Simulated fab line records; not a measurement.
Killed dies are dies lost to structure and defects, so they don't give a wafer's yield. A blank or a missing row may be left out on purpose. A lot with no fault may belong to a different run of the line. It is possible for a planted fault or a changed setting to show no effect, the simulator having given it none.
Problem report, 8D (eight disciplines) form, completed by code + flow nand harc + the parts of the form that need people (team, actions taken, sign-off) are left out

1. WHAT WENT WRONG
Mean of killed dies at NHARC_END_SORT_01: 677 across 2 wafers in 2 lots; on wafers with no fault it is 32 (standard deviation 11). That is +59 standard deviations from the usual mean.
Earliest sighting: wafer L160.3 on prober-01 at day 23 06:41. At this step, 36 wafers from 12 lots have a number in the record. The rule behind "out" and "out of limits": a value lying over 4 standard deviations away from the usual mean. The rest of the wafers with a number are treated as sound.

2. WHAT IT IS, WHAT IT ISN'T
| question                    | is                           | is not                                                                                 |
|-----------------------------|------------------------------|----------------------------------------------------------------------------------------|
| which readings at this step | killed dies, killed at array | killed at periphery, killed open, killed short                                         |
| which lots                  | L160, L166                   | L148, L149, L150, L152, L153, L154, L155, L156, L162, L167                             |
| which wafers of those lots  | L160.3, L166.2               | L160.4, L160.5, L166.1, L166.4                                                         |
| read on which gauges        | prober-01                    | prober-02                                                                              |
| when                        | from day 23 06:41            | up to then (24 sound wafers); but 10 sound wafers of L160, L162, L166, L167 came after |

3. THE SUSPECTS, EACH WITH WHAT RULES IT OUT
Counting: if a tool at a process step up to the reading ran every lot that is out, it stays a suspect. Sound lots after the first of them don't rule it out here, since some wafers of a struck lot are sound.
- the gauge at NHARC_END_SORT_01: kept. All the wafers that are out were read on prober-01, and no step on other tools shows them out.
- pvd sputter-02 at NHARC_A_BLC_PVD_32 (deposits Ti, target thk 5 nm, time 17.7 s): kept. It processed each lot that is out (first: L160, day 20 18:16); up to then, its last sound lot is L154 (day 19 15:44).
- rtp anneal-02 at NHARC_THIN_TSV_ANNEAL_52 (time 90 s): kept. It processed each lot that is out (first: L160, day 22 18:04); up to then, its last sound lot is L154 (day 20 22:59).
Still standing after the count: pvd sputter-02 at NHARC_A_BLC_PVD_32, rtp anneal-02 at NHARC_THIN_TSV_ANNEAL_52, prober-01 at NHARC_END_SORT_01.

4. THE CAUSE (what the simulator had put in)
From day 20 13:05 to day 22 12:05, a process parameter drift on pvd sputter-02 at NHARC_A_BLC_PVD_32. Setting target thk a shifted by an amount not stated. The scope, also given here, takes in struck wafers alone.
3 suspects survive the count, and this tool is in that group.

5. THE EFFECT CHAIN, in route order
Rows list readings where the struck wafers' mean (over those with a number) sits beyond 3 standard deviations from the usual. Readings are gone through only where the record gives a usual standard deviation; hours: the median, over the lots, of the time from a lot's start at the first step in this table giving one to that lot's start at this step; sigmas: the change measured in usual standard deviations.
| hours | step              | reading         | usual | on struck wafers | change | sigmas |
|-------|-------------------|-----------------|-------|------------------|--------|--------|
| 0     | NHARC_END_SORT_01 | killed at array | 27    | 672              | +646   | +54    |
| 0     | NHARC_END_SORT_01 | killed dies     | 32    | 677              | +645   | +59    |

6. WHAT WOULD HAVE CAUGHT IT SOONER
Counted from the fault's start at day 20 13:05, it took 66 hours until the first out-of-limits reading at a measuring or inspecting step in this record, taken at day 23 06:41.
Tool readings at NHARC_A_BLC_PVD_32 with a usual standard deviation given in the record: none out on any struck wafer, hence no alarm at a limit of 4 standard deviations on them.
All the lots that are out (2) had begun NHARC_A_BLC_PVD_32 on pvd sputter-02 by day 23 06:41. Holding the tool at that point would not have protected any of them.
